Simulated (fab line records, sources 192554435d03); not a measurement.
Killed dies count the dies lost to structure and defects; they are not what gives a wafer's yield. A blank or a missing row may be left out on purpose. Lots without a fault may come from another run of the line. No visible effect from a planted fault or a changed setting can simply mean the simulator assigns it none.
Split-lot study ; flow n5-finfet ; on a route of 1938 steps: 7 lots, 39 wafers read

SPLIT DETAILS
At N5_BEOL_M8_ILD_DEP_00 (deposits SiCOH lowk from DEMS/porogen, target thk 179.75 nm, time 33.4 s), the setting target-thk-a was moved away from the recipe's 1797.5 angstrom on 12 of the 39 wafers read, by -42.1% to +59.2%. This setting was run at the recipe's value on the other wafers.

FROM THE SPLIT ON TO THE READING: in between, the file shows 1 step
- N5_BEOL_M8_CURE_74: cures SiCOH lowk, time 240 s

THE READING
M8_ILD_THK at N5_BEOL_M8_THK_MEAS_01, in nm. Typical for fault-free wafers on this fab line: 154.2 nm, with standard deviation 2.4 nm.

wafer;tool, chamber at the split;target-thk-a as run, angstrom;against the recipe;M8_ILD_THK, nm;against lot-mates on the recipe
L075.1;pecvd-01, 1;1797.5;recipe;152.8;-
L075.3;pecvd-01, 2;1797.5;recipe;150.6;-
L075.5;pecvd-01, 1;1797.5;recipe;155.3;-
L077.1;pecvd-01, 0;1040;-42.1%;85.3;-69.0
L077.2;pecvd-01, 1;1797.5;recipe;153.4;-
L077.3;pecvd-01, 2,0;1040;-42.1%;86.2;-68.1
L077.4;pecvd-01, 2,0;1040;-42.1%;86.1;-68.2
L077.5;pecvd-01, 2;1797.5;recipe;153.9;-
L077.6;pecvd-01, 1;1797.5;recipe;155.6;-
L078.1;pecvd-04, 0;2862;+59.2%;243.3;+88.2
L078.2;pecvd-04, 2;2862;+59.2%;247.3;+92.2
L078.3;pecvd-04, 1;1797.5;recipe;153.9;-
L078.4;pecvd-04, 2;1797.5;recipe;157.0;-
L078.5;pecvd-04, 1;2862;+59.2%;250.3;+95.2
L078.6;pecvd-04, 0;1797.5;recipe;154.5;-
L085.1;pecvd-01, 2;1797.5;recipe;153.6;-
L085.2;pecvd-01, 0;1797.5;recipe;155.4;-
L085.3;pecvd-01, 1;1797.5;recipe;154.2;-
L085.4;pecvd-01, 1;1797.5;recipe;155.6;-
L085.5;pecvd-01, 0;1797.5;recipe;155.9;-
L085.6;pecvd-01, 2;1797.5;recipe;155.5;-
L094.1;pecvd-01, 1;1164;-35.2%;99.2;-54.1
L094.2;pecvd-01, 2;1797.5;recipe;153.5;-
L094.3;pecvd-01, 0;1797.5;recipe;151.5;-
L094.4;pecvd-01, 2;1797.5;recipe;155.0;-
L094.5;pecvd-01, 1;1164;-35.2%;100.5;-52.8
L094.6;pecvd-01, 0;1164;-35.2%;98.9;-54.4
L095.1;pecvd-04, 1,2;1187;-34.0%;104.1;-54.0
L095.2;pecvd-04, 0;1797.5;recipe;156.1;-
L095.3;pecvd-04, 1,2;1187;-34.0%;104.2;-53.9
L095.4;pecvd-04, 1;1797.5;recipe;158.9;-
L095.5;pecvd-04, 0;1187;-34.0%;104.3;-53.8
L095.6;pecvd-04, 2;1797.5;recipe;159.3;-
L096.1;pecvd-01, 0;1797.5;recipe;152.1;-
L096.2;pecvd-01, 1;1797.5;recipe;152.7;-
L096.3;pecvd-01, 2;1797.5;recipe;152.4;-
L096.4;pecvd-01, 0,2;1797.5;recipe;154.5;-
L096.5;pecvd-01, 1;1797.5;recipe;154.1;-
L096.6;pecvd-01, 0,2;1797.5;recipe;154.4;-
Where a row lists several chambers, the file gives one row for several wafers and doesn't say which wafer went through which chamber.

THE FIT
A straight line over all 39 wafers: M8_ILD_THK changes by +1.56 nm for each +1% of target-thk-a; r = +1.00; the points scatter about the line by 2.2 nm.
The same after taking each lot's own level away (the mean of its wafers on the recipe; 39 wafers): +1.57 nm for each +1%; r = +1.00; scatter 1.6 nm.
The reading moves by 93 nm for the largest change in target-thk-a, on that fit.
The lots' own levels span 152.90 to 158.10 nm, that is 2.2 times the standard deviation above.
Consequently the slope shifts little with the lot-to-lot level, the two slopes agreeing.
Check: with one of the wafers moved furthest among these (+59.2%) left out of the fit, the line predicts +93.8 nm for it against its lot-mates. Against them it came out at +88.2 nm.

ADDITIONAL SPLITS CARRIED BY THESE WAFERS
Other splits were also applied to these wafers ahead of the reading. Each is held against what the fit with the lots' levels taken away leaves over:
other split on the same wafers;wafers away from the commonest value;r with M8_ILD_THK (lot level and that fit taken away)
N5_MOL_CONTACT_COAG_ETCHBACK_136 target-depth-a;12;+0.04
N5_BEOL_M2_ILD_DEP_00 target-thk-a;12;+0.15
N5_BEOL_M4_DESCUM_16 time-s;12;+0.25
N5_BEOL_M4_CVD_47 target-thk-a;15;-0.10

THE WHOLE CHAIN: every reading that the file lists as answering this split, in the file's order
step;what it does;reading;change (the file's fit);r (the file's)
N5_BEOL_M8_ILD_DEP_00;deposits SiCOH lowk from DEMS/porogen, target thk 179.75 nm, time 33.4 s;SiCOH_lowk_of_BEOL_M8_ILD_DEP_00.thk-nm (the simulator's own value, which no gauge read);+1.8 nm for each +1% of the setting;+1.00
N5_BEOL_M8_CURE_74;cures SiCOH lowk, time 240 s;SiCOH_lowk_of_BEOL_M8_ILD_DEP_00.thk-nm (the simulator's own value, which no gauge read);+1.57 nm for each +1% of the setting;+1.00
N5_BEOL_M8_THK_MEAS_01;;M8_ILD_THK;+1.57 for each +1% of the setting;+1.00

THE FILE'S OWN FIT
M8_ILD_THK changes by +1.57 nm for each +1% of target-thk-a, r = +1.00.
